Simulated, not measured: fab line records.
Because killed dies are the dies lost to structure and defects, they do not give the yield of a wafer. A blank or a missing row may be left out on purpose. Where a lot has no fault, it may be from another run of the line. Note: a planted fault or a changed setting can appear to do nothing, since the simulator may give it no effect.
Which of the tools did it? ; flow n5Finfet ; 24 lots with 72 wafers sampled at 5 steps, on a route of 1938 steps

## WHAT THE GAUGES SHOWED, per wafer
N5_SDB_OVL_MEAS_12. Usual: SDB_OVL gives -0.1 nm (standard deviation 0.88).
lot;measured;on;SDB_OVL (nm);flag
L074;day 4 00:29;overlay-02;0.3 -1.1 -0.7;
L075;day 4 04:48;overlay-02;0.0 -1.0 -0.1;
L076;day 4 10:50;overlay-02;1.0 -0.2 0.9;
L077;day 4 12:44;overlay-02;0.6 1.5 -0.4;
L078;day 4 19:32;overlay-02;1.3 -0.3 0.7;
L079;day 5 02:32;overlay-01;0.7 0.9 1.8;
L080;day 5 06:49;overlay-02;-1.0 -1.2 0.8;
L081;day 5 12:39;overlay-01;0.0 -0.4 0.3;
L082;day 5 18:32;overlay-02;-1.2 0.1 -0.6;
L083;day 5 22:07;overlay-01;-0.8 -1.1 -0.2;
L084;day 6 04:38;overlay-02;0.7 -0.2 0.8;
L085;day 6 13:14;overlay-02;-0.1 -0.2 -0.1;
L086;day 6 19:06;overlay-02;-1.2 -1.6 -0.7;
L087;day 7 00:40;overlay-02;0.0 0.6 -0.1;
L088;day 7 07:11;overlay-01;-1.5 -1.5 -2.1;
L089;day 7 15:16;overlay-01;1.0 1.5 0.8;
L090;day 7 17:26;overlay-02;1.2 1.4 0.8;
L091;day 8 01:16;overlay-02;0.8 0.1 0.2;
L092;day 8 06:25;overlay-02;-0.3 0.3 -1.1;
L093;day 8 13:22;overlay-02;0.2 -0.4 0.3;
L094;day 8 18:35;overlay-01;0.0 0.0 -0.6;
L095;day 8 23:54;overlay-02;-1.0 0.3 -1.1;
L096;day 9 06:29;overlay-01;-0.3 -0.8 -0.6;
L097;day 9 12:47;overlay-01;-1.4 -0.6 -1.3;

N5_HKMG_FIN_CD_MEAS_49: the cd target is 202 nm. Usual: cdNm 202.3 nm, standard deviation 0.64.
lot;measured;on;cdNm (nm);flag
L074;day 4 06:49;cdSem-01;204.0 203.6 203.6;
L075;day 4 10:51;cdSem-03;202.0 203.1 201.0;
L076;day 4 16:19;cdSem-02;201.8 203.1 202.2;
L077;day 4 18:39;cdSem-02;202.4 201.8 202.3;
L078;day 5 01:37;cdSem-01;202.3 202.1 202.3;
L079;day 5 08:15;cdSem-01;201.9 201.3 202.4;
L080;day 5 12:19;cdSem-02;201.3 202.4 202.8;
L081;day 5 18:57;cdSem-02;203.0 202.6 201.8;
L082;day 6 00:14;cdSem-01;202.0 202.5 202.1;
L083;day 6 03:58;cdSem-03;202.2 203.6 202.1;
L084;day 6 10:26;cdSem-03;202.3 202.1 203.6;
L085;day 6 20:01;cdSem-03;202.4 202.7 203.2;
L086;day 7 00:48;cdSem-03;202.3 203.3 202.9;
L087;day 7 06:09;cdSem-01;202.7 203.0 203.0;
L088;day 7 12:41;cdSem-02;202.0 201.4 202.2;
L089;day 7 20:43;cdSem-03;202.4 202.2 202.6;
L090;day 7 23:20;cdSem-01;202.3 202.5 202.2;
L091;day 8 07:00;cdSem-02;202.9 202.5 202.3;
L092;day 8 12:40;cdSem-02;202.7 201.7 202.7;
L093;day 8 19:14;cdSem-03;201.6 202.1 202.2;
L094;day 9 00:12;cdSem-02;202.4 201.5 201.1;
L095;day 9 05:41;cdSem-02;202.8 202.8 202.6;
L096;day 9 12:38;cdSem-01;202.2 202.8 203.4;
L097;day 9 18:28;cdSem-03;201.7 202.4 203.0;

## TOOL THAT RAN EACH LOT (tool first, then ch and the chambers of the sampled wafers, then the start)
lot;N5_ILD0_CMP_07;N5_SDB_STRIP_22;N5_HKMG_FIN_ALD_75
L074;cmp-04 ch 1,2,3, day 3 20:20;plasmaAsher-02 ch 0,1, day 4 01:05;aldHk-03 ch 1,2, day 4 06:21
L075;cmp-01 ch 0,1,3, day 4 00:52;plasmaAsher-02 ch 0,1, day 4 05:12;aldHk-01 ch 2,3, day 4 10:30
L076;cmp-02 ch 0,2,3, day 4 06:34;plasmaAsher-01 ch 0,1, day 4 11:12;aldHk-03 ch 1,2,3, day 4 15:51
L077;cmp-02 ch 0,2,3, day 4 08:41;plasmaAsher-02 ch 0,1, day 4 13:07;aldHk-01 ch 0,1,2, day 4 18:11
L078;cmp-02 ch 0,2, day 4 15:39;plasmaAsher-01 ch 0,1, day 4 19:55;aldHk-01 ch 0,3, day 5 01:09
L079;cmp-01 ch 0,1, day 4 22:23;plasmaAsher-02 ch 1, day 5 02:54;aldHk-01 ch 1,2, day 5 07:55
L080;cmp-01 ch 0,1,3, day 5 02:46;plasmaAsher-01 ch 0,1, day 5 07:13;aldHk-03 ch 0,3, day 5 11:50
L081;cmp-01 ch 0,2,3, day 5 08:36;plasmaAsher-01 ch 0,1, day 5 13:52;aldHk-01 ch 0,2, day 5 18:29
L082;cmp-04 ch 0,2, day 5 14:29;plasmaAsher-02 ch 0,1, day 5 19:08;aldHk-03 ch 1,3, day 5 23:46
L083;cmp-02 ch 0,1,2, day 5 18:17;plasmaAsher-01 ch 0,1, day 5 22:28;aldHk-03 ch 2,3, day 6 03:30
L084;cmp-02 ch 0,3, day 6 00:43;plasmaAsher-01 ch 0,1, day 6 05:09;aldHk-02 ch 1,2,3, day 6 09:59
L085;cmp-04 ch 1,2,3, day 6 09:15;plasmaAsher-02 ch 0,1, day 6 14:01;aldHk-01 ch 1,2, day 6 19:33
L086;cmp-02 ch 1,2, day 6 14:58;plasmaAsher-02 ch 0,1, day 6 19:30;aldHk-02 ch 0,1,2, day 7 00:20
L087;cmp-04 ch 0,2,3, day 6 20:41;plasmaAsher-02 ch 0,1, day 7 01:04;aldHk-02 ch 0,2,3, day 7 05:41
L088;cmp-01 ch 1,2,3, day 7 03:08;plasmaAsher-02 ch 0,1, day 7 07:43;aldHk-03 ch 1,2,3, day 7 12:20
L089;cmp-04 ch 0,1, day 7 11:11;plasmaAsher-02 ch 0, day 7 15:38;aldHk-01 ch 0,1, day 7 20:14
L090;cmp-04 ch 0,2,3, day 7 13:30;plasmaAsher-01 ch 0,1, day 7 18:01;aldHk-01 ch 1,3, day 7 22:52
L091;cmp-02 ch 0,1, day 7 21:12;plasmaAsher-01 ch 0,1, day 8 02:02;aldHk-01 ch 2,3, day 8 06:40
L092;cmp-02 ch 1,2,3, day 8 02:04;plasmaAsher-02 ch 0,1, day 8 06:59;aldHk-02 ch 0,2,3, day 8 12:19
L093;cmp-02 ch 0,1, day 8 09:14;plasmaAsher-01 ch 0,1, day 8 14:00;aldHk-01 ch 1,3, day 8 18:46
L094;cmp-04 ch 1,2,3, day 8 14:08;plasmaAsher-01 ch 0,1, day 8 18:58;aldHk-03 ch 1,2, day 8 23:44
L095;cmp-01 ch 0,1,2, day 8 19:53;plasmaAsher-02 ch 0,1, day 9 00:18;aldHk-03 ch 0,1,3, day 9 05:20
L096;cmp-01 ch 2,3, day 9 02:26;plasmaAsher-02 ch 0,1, day 9 07:31;aldHk-03 ch 0,2,3, day 9 12:10
L097;cmp-04 ch 0,3, day 9 08:38;plasmaAsher-02 ch 0,1, day 9 13:15;aldHk-03 ch 1,2, day 9 18:08
- N5_ILD0_CMP_07: polishes SiO2 flowable, stops on poly-Si, t overpolish 1.18 s, target thk 138.88 nm.
- N5_SDB_STRIP_22: strips in N2/H2.
- N5_HKMG_FIN_ALD_75: deposits Al2O3, target thk 1 nm, co reactant pulse time 1 s.

## AS READ BY THE TOOLS THEMSELVES (means over the sampled wafers that have a number; for cases with no such wafer, the mark the record gives instead)
N5_ILD0_CMP_07. Usual: motorCurrentA 12.0 A, standard deviation 0.99.
lot;tool;motorCurrentA (A);flag
L074;cmp-04;11.8;
L075;cmp-01;12.3;
L076;cmp-02;11.3;
L077;cmp-02;11.8;
L078;cmp-02;10.8;
L079;cmp-01;12.2;
L080;cmp-01;12.1;
L081;cmp-01;11.7;
L082;cmp-04;11.9;
L083;cmp-02;11.6;
L084;cmp-02;12.1;
L085;cmp-04;12.0;
L086;cmp-02;12.6;
L087;cmp-04;11.7;
L088;cmp-01;12.0;
L089;cmp-04;12.4;
L090;cmp-04;11.3;
L091;cmp-02;13.0;
L092;cmp-02;12.2;
L093;cmp-02;12.2;
L094;cmp-04;11.8;
L095;cmp-01;12.1;
L096;cmp-01;12.1;
L097;cmp-04;11.3;

N5_SDB_STRIP_22. Usual: drypumpMotorCurrentA 5.6 A, standard deviation 0.34; heaterPowerW 342 W, standard deviation 24; oesProductAu 0.715 a.u., standard deviation 0.0051; stripTimeToEndpointS 96.2 s, standard deviation 0.45.
lot;tool;drypumpMotorCurrentA (A);heaterPowerW (W);oesProductAu (a.u.);stripTimeToEndpointS (s);flag
L074;plasmaAsher-02;5.5;327;0.717;96.4;
L075;plasmaAsher-02;5.5;324;0.718;95.9;
L076;plasmaAsher-01;5.8;370;0.712;96.6;
L077;plasmaAsher-02;5.5;326;0.714;95.8;
L078;plasmaAsher-01;5.8;367;0.709;96.1;
L079;plasmaAsher-02;5.1;310;0.721;96.3;
L080;plasmaAsher-01;5.7;369;0.712;96.0;
L081;plasmaAsher-01;5.7;365;0.715;96.5;
L082;plasmaAsher-02;5.3;322;0.715;95.8;
L083;plasmaAsher-01;5.7;359;0.715;95.4;
L084;plasmaAsher-01;5.7;361;0.710;96.3;
L085;plasmaAsher-02;5.5;329;0.713;96.2;
L086;plasmaAsher-02;5.5;323;0.715;95.9;
L087;plasmaAsher-02;5.5;329;0.714;95.9;
L088;plasmaAsher-02;5.5;331;0.716;96.1;
L089;plasmaAsher-02;5.7;338;0.717;96.8;
L090;plasmaAsher-01;5.7;364;0.713;95.9;
L091;plasmaAsher-01;5.8;371;0.713;95.8;
L092;plasmaAsher-02;5.3;323;0.717;96.9;
L093;plasmaAsher-01;5.7;363;0.716;96.4;
L094;plasmaAsher-01;5.8;371;0.717;96.0;
L095;plasmaAsher-02;5.3;323;0.714;96.2;
L096;plasmaAsher-02;5.6;327;0.712;95.8;
L097;plasmaAsher-02;5.3;322;0.715;95.9;

N5_HKMG_FIN_ALD_75. Usual: heaterPowerOuterW 80 W, standard deviation 11; heaterPowerW 151 W, standard deviation 17; precursorPulseHeightRel 0.996, standard deviation 0.021.
lot;tool;heaterPowerOuterW (W);heaterPowerW (W);precursorPulseHeightRel;flag
L074;aldHk-03;82;150;0.992;
L075;aldHk-01;77;145;0.997;
L076;aldHk-03;89;161;1.015;
L077;aldHk-01;72;141;1.012;
L078;aldHk-01;69;135;0.985;
L079;aldHk-01;73;143;1.012;
L080;aldHk-03;85;156;0.989;
L081;aldHk-01;73;138;1.007;
L082;aldHk-03;96;176;0.994;
L083;aldHk-03;94;165;1.006;
L084;aldHk-02;88;164;1.004;
L085;aldHk-01;81;153;0.983;
L086;aldHk-02;80;156;0.989;
L087;aldHk-02;80;157;0.995;
L088;aldHk-03;89;161;1.000;
L089;aldHk-01;67;129;1.001;
L090;aldHk-01;70;135;1.006;
L091;aldHk-01;83;158;0.996;
L092;aldHk-02;79;157;1.013;
L093;aldHk-01;70;136;0.991;
L094;aldHk-03;80;153;0.993;
L095;aldHk-03;89;162;0.981;
L096;aldHk-03;84;156;0.997;
L097;aldHk-03;85;157;1.004;

## THE ANSWER, worked out from the rows above alone
Rule: a lot is off if the mean of its wafers that have a number lies more than 3 standard deviations from the usual mean. Also off: a lot with no number at a reading for which 4 or more lots have one. Where the step has rows for the other lots, those lots are counted as sound. First the gauges in route order, then the tools' own readings, where a lot's mean is used as printed above. At the first step where some lot is off, the reading lying furthest off is the one used; lots without a number count as furthest.
None of the lots is off at any reading shown; this tells nothing.

## WHAT THE SIMULATOR HAD PUT IN
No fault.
